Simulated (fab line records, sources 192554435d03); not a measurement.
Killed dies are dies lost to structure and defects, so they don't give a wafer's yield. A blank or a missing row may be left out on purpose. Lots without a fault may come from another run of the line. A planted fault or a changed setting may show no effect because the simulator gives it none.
One fault seen from 2 desks | flow n5_finfet | each desk has only its own numbers; what lay behind them comes last

THE METROLOGY DESK
What the gauges read, lot by lot, whatever tool the lot ran on: means of the sampled wafers that have a number. A lot is out of limits, marked OUT, if its mean lies more than 4 standard deviations from the usual mean; the brackets give that distance.
Columns: A = cd_nm at N5_PASSIVATION_CD_MEAS_44, usual 39999 nm
lot  | first seen here | A
L286 | day 12 10:19    | 39996
L288 | day 12 11:48    | 39999
L290 | day 13 02:53    | 39997
L292 | day 13 10:02    | 39995
L291 | day 13 10:22    | 40001
L299 | day 15 05:58    | 39999
L296 | day 15 06:58    | 39998
L298 | day 15 09:44    | 39993
L301 | day 16 04:53    | 40000
L303 | day 16 15:35    | 40001
L304 | day 17 04:50    | 40001
This desk's finding: nothing out of limits on any of the 11 lots.

THE TOOL OWNER'S DESK: ald_metal-03
The tool's own readings at N5_HKMG_FIN_ALD_71 (deposits TiN, target thk 1 nm, pulse time 1 s, purge time 3 s): means of the sampled wafers that have a number, for each lot that ran on this tool. A lot is out of limits, marked OUT, if its mean lies more than 4 standard deviations from the usual mean; the brackets give that distance.
Columns: A = heater_power_w at N5_HKMG_FIN_ALD_71, usual 898 W; B = precursor_pulse_height_rel at N5_HKMG_FIN_ALD_71, usual 1.000
lot  | first seen here | A   | B
L286 | day 4 10:20     | 925 | 1.008
L288 | day 4 21:08     | 880 | 0.985
L290 | day 5 04:27     | 907 | 0.980
L304 | day 8 17:32     | 920 | 1.005
This desk's finding: nothing out of limits on any of the 4 lots.

PUT TOGETHER
The metrology desk saw nothing out of limits.
The tool owner's desk saw nothing out of limits.

WHAT THE SIMULATOR HAD PUT IN
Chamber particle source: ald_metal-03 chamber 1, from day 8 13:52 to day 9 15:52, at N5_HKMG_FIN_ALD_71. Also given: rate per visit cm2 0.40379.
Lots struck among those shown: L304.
